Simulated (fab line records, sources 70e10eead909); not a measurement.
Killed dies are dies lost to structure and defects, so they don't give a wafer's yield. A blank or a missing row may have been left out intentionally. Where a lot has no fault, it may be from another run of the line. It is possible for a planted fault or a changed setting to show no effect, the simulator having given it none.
The tool behind it: which one? ; flow nand_harc ; Sampling: 12 lots, 36 wafers, 5 of 1302 route steps

WHAT THE GAUGES READ, wafer by wafer
NHARC_END_SORT_01.
lot;measured;on;killed_at_array;killed_at_other;killed_at_periphery;killed_dies;killed_open;killed_short
L706;day 26 02:26;prober-01;79 54 63;4 2 3;4 3 1;87 59 67;2 3 5;4 1 1
L712;day 28 19:39;prober-01;61 36 46;1 1 3;7 5 8;69 42 57;7 2 4;5 3 2
L714;day 29 14:52;prober-02;77 65 65;2 0 0;3 5 2;82 70 67;5 1 1;7 0 3
L723;day 32 20:26;prober-01;65 47 63;5 2 4;1 8 5;71 57 72;6 2 2;4 2 0
L722;day 32 20:58;prober-02;26 39 22;1 2 0;4 1 5;31 42 27;7 4 1;1 2 3
L721;day 33 05:04;prober-01;40 42 44;1 1 1;4 2 3;45 45 48;1 3 5;1 2 1

WHICH TOOL RAN EACH LOT (tool, then ch and the chambers of the sampled wafers, then the start)
lot;NHARC_A_STAIRCASE_STRIP_171;NHARC_A_STAIRCASE_TRIM_24;NHARC_A_STAIRCASE_ETCH_25;NHARC_A_STAIRCASE_ETCH_27
L703;plasma_asher-01 ch 0,1, day 15 23:40;rie_diel-13 ch 0,3, day 16 02:52 or earlier;rie_diel-13 ch 0,1, day 16 02:52;rie_diel-13 ch 2,3, no start
L702;plasma_asher-01 ch 0,1, day 15 23:51;rie_diel-08 ch 1,3, day 16 03:32 or earlier;rie_diel-08 ch 0,1,2, day 16 03:32;rie_diel-08 ch 1,3, no start
L706;plasma_asher-01 ch 0,1, day 17 18:28;rie_diel-13 ch 0,1, day 17 21:35 or earlier;rie_diel-13 ch 2,3, day 17 21:35;rie_diel-13 ch 0,1,2, day 26 02:26 or earlier
L707;plasma_asher-01 ch 0,1, day 17 23:28;rie_diel-11 ch 0,2, day 18 02:47 or earlier;rie_diel-11 ch 0,3, day 18 02:47;rie_diel-11 ch 0,1,2, no start
L708;plasma_asher-02 ch 0,1, day 18 15:46;rie_diel-13 ch 0,1, day 18 20:14 or earlier;rie_diel-13 ch 0,1,2, day 18 20:14;rie_diel-13 ch 1,2, no start
L712;plasma_asher-01 ch 0,1, day 20 04:03;rie_diel-13 ch 0,3, day 20 07:28 or earlier;rie_diel-13 ch 0,2, day 20 07:28;rie_diel-13 ch 0,2, day 28 19:39 or earlier
L714;plasma_asher-02 ch 0, day 21 03:42;rie_diel-13 ch 0,1, day 21 07:06 or earlier;rie_diel-13 ch 0,2, day 21 07:06;rie_diel-13 ch 1,3, day 29 14:52 or earlier
L723;plasma_asher-02 ch 0,1, day 24 00:22;rie_diel-13 ch 0,1,3, day 24 03:37 or earlier;rie_diel-13 ch 0,1,3, day 24 03:37;rie_diel-13 ch 1,2,3, day 32 20:26 or earlier
L722;plasma_asher-02 ch 0,1, day 24 01:08;rie_diel-11 ch 1,2,3, day 24 04:23 or earlier;rie_diel-11 ch 0,1,3, day 24 04:23;rie_diel-11 ch 0,1,3, day 32 20:58 or earlier
L721;plasma_asher-01 ch 0,1, day 24 06:11;rie_diel-08 ch 0,2,3, day 24 09:42 or earlier;rie_diel-08 ch 0,3, day 24 09:42;rie_diel-08 ch 0,2,3, day 33 05:04 or earlier
L724;plasma_asher-01 ch 0,1, day 24 17:51;rie_diel-08 ch 0,3, day 24 21:08 or earlier;rie_diel-08 ch 2,3, day 24 21:08;rie_diel-08 ch 1,2, no start
L725;plasma_asher-01 ch 0,1, day 25 06:46;rie_diel-13 ch 0,2, day 25 10:22 or earlier;rie_diel-13 ch 0,1,2, day 25 10:22;rie_diel-13 ch 1,3, no start
- NHARC_A_STAIRCASE_STRIP_171: strips in O2.
- NHARC_A_STAIRCASE_TRIM_24: chemistry O2, time 211.2 s.
- NHARC_A_STAIRCASE_ETCH_25: etches the open film in C4F8/O2, target depth 100 nm, time 40.5 s.
- NHARC_A_STAIRCASE_ETCH_27: etches the open film in C4F8/O2, target depth 100 nm, time 40.5 s.

WHAT THE TOOLS THEMSELVES READ (means of the sampled wafers that have a number; where no wafer has one, the mark that the record gives instead)
NHARC_A_STAIRCASE_STRIP_171.
lot;tool;drypump_motor_current_A (A);heater_power_w (W)
L703;plasma_asher-01;6.1;323
L702;plasma_asher-01;5.9;319
L706;plasma_asher-01;6.1;320
L707;plasma_asher-01;6.1;318
L708;plasma_asher-02;5.1;307
L712;plasma_asher-01;5.9;320
L714;plasma_asher-02;5.0;297
L723;plasma_asher-02;5.1;302
L722;plasma_asher-02;5.1;297
L721;plasma_asher-01;6.1;341
L724;plasma_asher-01;6.2;342
L725;plasma_asher-01;6.1;335

NHARC_A_STAIRCASE_TRIM_24.
lot;tool;drypump_motor_current_A (A);oes_product_au (a.u.);rf_vpp_V (V);showerhead_plenum_p_Torr (Torr);throttle_valve_pct (%)
L703;rie_diel-13;5.6;0.998;57.7;3.56;17.029
L702;rie_diel-08;6.4;0.997;58.4;3.66;17.027
L706;rie_diel-13;6.1;0.996;56.4;3.39;17.032
L707;rie_diel-11;6.3;0.993;57.6;3.36;17.031
L708;rie_diel-13;6.1;0.998;58.0;3.38;17.041
L712;rie_diel-13;5.6;1.005;57.3;3.54;17.030
L714;rie_diel-13;6.2;0.997;56.9;3.37;17.029
L723;rie_diel-13;5.9;0.994;57.1;3.44;17.038
L722;rie_diel-11;6.3;0.997;56.5;3.47;17.039
L721;rie_diel-08;5.5;1.003;57.9;3.68;17.036
L724;rie_diel-08;5.8;0.984;57.8;3.74;17.040
L725;rie_diel-13;5.4;0.993;57.4;3.58;17.048

NHARC_A_STAIRCASE_ETCH_25.
lot;tool;oes_product_au (a.u.);rf_fwd_power_W (W);rf_vpp_V (V)
L703;rie_diel-13;0.940;589.6;890
L702;rie_diel-08;0.952;593.7;892
L706;rie_diel-13;0.945;593.2;900
L707;rie_diel-11;0.941;589.0;895
L708;rie_diel-13;0.944;592.5;896
L712;rie_diel-13;0.921;562.2;901
L714;rie_diel-13;0.891;530.9;898
L723;rie_diel-13;0.935;591.2;892
L722;rie_diel-11;0.946;590.0;892
L721;rie_diel-08;0.933;596.9;904
L724;rie_diel-08;0.941;592.9;899
L725;rie_diel-13;0.944;593.7;895

NHARC_A_STAIRCASE_ETCH_27.
lot;tool;oes_product_au (a.u.);rf_fwd_power_W (W);rf_vpp_V (V)
L703;rie_diel-13;0.936;594;900
L702;rie_diel-08;0.941;593;897
L706;rie_diel-13;0.944;592;896
L707;rie_diel-11;0.932;591;893
L708;rie_diel-13;0.949;591;893
L712;rie_diel-13;0.942;597;897
L714;rie_diel-13;0.946;591;893
L723;rie_diel-13;0.951;593;896
L722;rie_diel-11;0.944;592;892
L721;rie_diel-08;0.940;596;901
L724;rie_diel-08;0.961;594;895
L725;rie_diel-13;0.949;596;893

THE ANSWER, worked out from the rows above alone
Rule: usual is defined by the lots themselves. Put in order of their means at a reading, lots are off if they are a third of the lots or fewer, leave a main group of 4 or more, and stand apart from it by a gap of 3 or more times the standard deviation of the main group's means; of several such gaps the widest counts. A main group is skipped when, at the precision printed for the reading in the tables above, its means are all equal. A lot without any number at a reading at which 4 lots or more have one is off too. The other lots that the step has rows for count as sound. After the gauges, taken in route order, come the tools' own readings; for these a lot's mean is taken, as printed above. The first step at which some lot is off is used, and at that step the reading that is off furthest; a lot without a number counts as furthest.
Off: L712, L714 (NHARC_END_SORT_01, killed_short). Mean 1.8 and standard deviation 0.29 in the main group. Neither off nor sound, because the step has no rows for them: L703, L702, L707, L708, L724, L725.
A tool fits if, at a process step before that reading, it ran every lot that is off, and no sound lot after the first of them. Not tried: the gauges at NHARC_END_SORT_01; whatever is off there is also off at NHARC_A_STAIRCASE_ETCH_25, on other tools, and gauge error can't account for it. Because NHARC_A_STAIRCASE_TRIM_24 lacks a start for some lots, the hours and order of its lots are taken from NHARC_A_STAIRCASE_ETCH_25. Because NHARC_A_STAIRCASE_ETCH_27 lacks a start for some lots, the hours and order of its lots are taken from NHARC_END_SORT_01. None of those tried fits.

WHAT THE SIMULATOR PUT IN
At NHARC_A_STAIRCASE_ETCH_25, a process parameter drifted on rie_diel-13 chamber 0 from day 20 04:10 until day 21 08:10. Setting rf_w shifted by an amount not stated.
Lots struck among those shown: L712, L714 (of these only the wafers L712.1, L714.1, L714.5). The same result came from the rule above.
